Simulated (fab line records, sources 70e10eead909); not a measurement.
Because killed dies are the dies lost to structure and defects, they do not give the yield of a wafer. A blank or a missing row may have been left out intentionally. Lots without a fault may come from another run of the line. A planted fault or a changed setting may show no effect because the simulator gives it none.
What tool caused it? ; flow nand_harc ; 40 wafers from 14 lots sampled at 3 of the route's 1302 steps

## WHAT THE GAUGES SHOWED, per wafer
NHARC_A_CHANNEL_HOLE_D1_INSPECT_12.
lot;measured;on;raw_defect_count
L599;day 8 17:29;defect_inspect-01;7 3 5
L600;day 9 11:16;defect_inspect-01;2 5 5
L602;day 9 14:55;defect_inspect-01;4 2 4
L604;day 10 05:41;defect_inspect-02;5 4 6
L603;day 10 06:02;defect_inspect-01;9 4 9
L605;day 10 22:44;defect_inspect-01;3 10 1
L606;day 11 13:59;defect_inspect-01;9 8 9
L608;day 12 01:23;defect_inspect-02;4 5
L609;day 12 21:27;defect_inspect-02;6 6
L617;day 15 19:07;defect_inspect-01;3 13 2
L618;day 16 08:17;defect_inspect-01;5 3 5
L619;day 16 20:35;defect_inspect-02;8 10 6
L620;day 17 07:37;defect_inspect-02;8 3 5
L621;day 17 21:02;defect_inspect-02;3 1 2

NHARC_A_CHANNEL_HOLE_D1_CD_MEAS_18.
lot;measured;on;cd_nm (nm)
L599;day 8 18:52;cd_sem-03;106.1 98.8 105.3
L600;day 9 13:04;cd_sem-01;100.3 98.3 100.4
L602;day 9 16:19;cd_sem-03;100.3 101.5 97.3
L604;day 10 07:13;cd_sem-03;104.2 94.2 99.3
L603;day 10 07:40;cd_sem-01;97.2 91.5 97.6
L605;day 10 23:54;cd_sem-03;101.6 97.8 98.1
L606;day 11 15:09;cd_sem-03;100.1 96.8 99.2
L608;day 12 02:33;cd_sem-03;97.3 101.4
L609;day 12 22:37;cd_sem-01;96.4 97.3
L617;day 15 20:44;cd_sem-02;98.1 100.1 99.1
L618;day 16 09:30;cd_sem-01;97.2 98.5 100.9
L619;day 16 21:44;cd_sem-02;99.0 97.1 99.8
L620;day 17 08:47;cd_sem-02;96.8 102.6 103.6
L621;day 17 22:13;cd_sem-01;95.3 99.4 99.9

## TOOL THAT RAN EACH LOT (tool first, then ch and the chambers of the sampled wafers, then the start)
lot;NHARC_A_CHANNEL_HOLE_D1_ETCH_16
L599;rie_diel-10 ch 0,1, day 8 18:11
L600;rie_diel-12 ch 3, day 9 12:08
L602;rie_diel-10 ch 0,1,3, day 9 15:41
L604;rie_diel-10 ch 0,2, day 10 06:38
L603;rie_diel-10 ch 0,1,2, day 10 07:15
L605;rie_diel-10 ch 1,2, day 10 23:23
L606;rie_diel-10 ch 0,2,3, day 11 14:34
L608;rie_diel-10 ch 0,3, day 12 02:08
L609;rie_diel-10 ch 1,2, day 12 22:02
L617;rie_diel-10 ch 1,2,3, day 15 20:10
L618;rie_diel-10 ch 0,1,2, day 16 08:55
L619;rie_diel-10 ch 0,1,3, day 16 21:13
L620;rie_diel-10 ch 0,2,3, day 17 08:19
L621;rie_diel-10 ch 0,1,3, day 17 21:41
- NHARC_A_CHANNEL_HOLE_D1_ETCH_16: etches the open film in O2/COS, target depth 3100 nm, time 806 s.

## WHAT THE TOOLS THEMSELVES READ (means of the sampled wafers that have a number; where no wafer has one, the mark that the record gives instead)
NHARC_A_CHANNEL_HOLE_D1_ETCH_16.
lot;tool;drypump_motor_current_A (A);oes_product_au (a.u.);rf_vpp_V (V);run_length_s (s);showerhead_plenum_p_Torr (Torr);throttle_valve_pct (%)
L599;rie_diel-10;5.99;1.002;315.4;827.4;3.23;28.334
L600;rie_diel-12;6.32;1.004;315.8;827.8;3.19;28.335
L602;rie_diel-10;6.07;0.991;315.9;827.1;3.26;28.333
L604;rie_diel-10;6.09;1.004;314.8;827.5;3.16;28.329
L603;rie_diel-10;6.11;0.997;314.5;827.4;3.13;28.329
L605;rie_diel-10;6.05;1.000;313.4;826.8;3.09;28.323
L606;rie_diel-10;6.18;1.009;315.2;827.2;3.19;28.322
L608;rie_diel-10;6.12;1.006;317.3;716.2;3.30;28.334
L609;rie_diel-10;6.12;1.008;313.4;715.8;3.05;28.331
L617;rie_diel-10;6.15;1.012;314.4;826.7;3.15;28.326
L618;rie_diel-10;6.09;1.017;313.8;827.1;3.12;28.333
L619;rie_diel-10;6.07;1.007;315.7;827.0;3.25;28.328
L620;rie_diel-10;6.19;1.010;315.6;827.4;3.18;28.325
L621;rie_diel-10;6.07;1.010;315.5;827.1;3.25;28.335

## THE ANSWER, worked out from the rows above alone
Rule: the lots themselves supply what counts as usual. Put in order of their means at a reading, lots are off if they are a third of the lots or fewer, leave a main group of 4 or more, and stand apart from it by a gap of 3 or more times the standard deviation of the main group's means; of several such gaps the widest counts. The tables above print the reading to a certain number of digits; a main group whose means all agree to those digits is not used. A lot without any number at a reading at which 4 lots or more have one is off too. All remaining lots with rows at the step are treated as sound. The gauges are gone through in route order, then the tools' own readings, and for those a lot's mean is taken as printed above. At the first step where some lot is off, the reading lying furthest off is the one used; lots without a number count as furthest.
Off, at NHARC_A_CHANNEL_HOLE_D1_ETCH_16 on run_length_s: L608, L609. The main group: mean 827.2 s, standard deviation 0.3.
A tool fits if, at that step or a process step before it, it ran every lot that is off, and no sound lot after the first of them. None of those tried fits.

## WHAT THE SIMULATOR HAD INSERTED
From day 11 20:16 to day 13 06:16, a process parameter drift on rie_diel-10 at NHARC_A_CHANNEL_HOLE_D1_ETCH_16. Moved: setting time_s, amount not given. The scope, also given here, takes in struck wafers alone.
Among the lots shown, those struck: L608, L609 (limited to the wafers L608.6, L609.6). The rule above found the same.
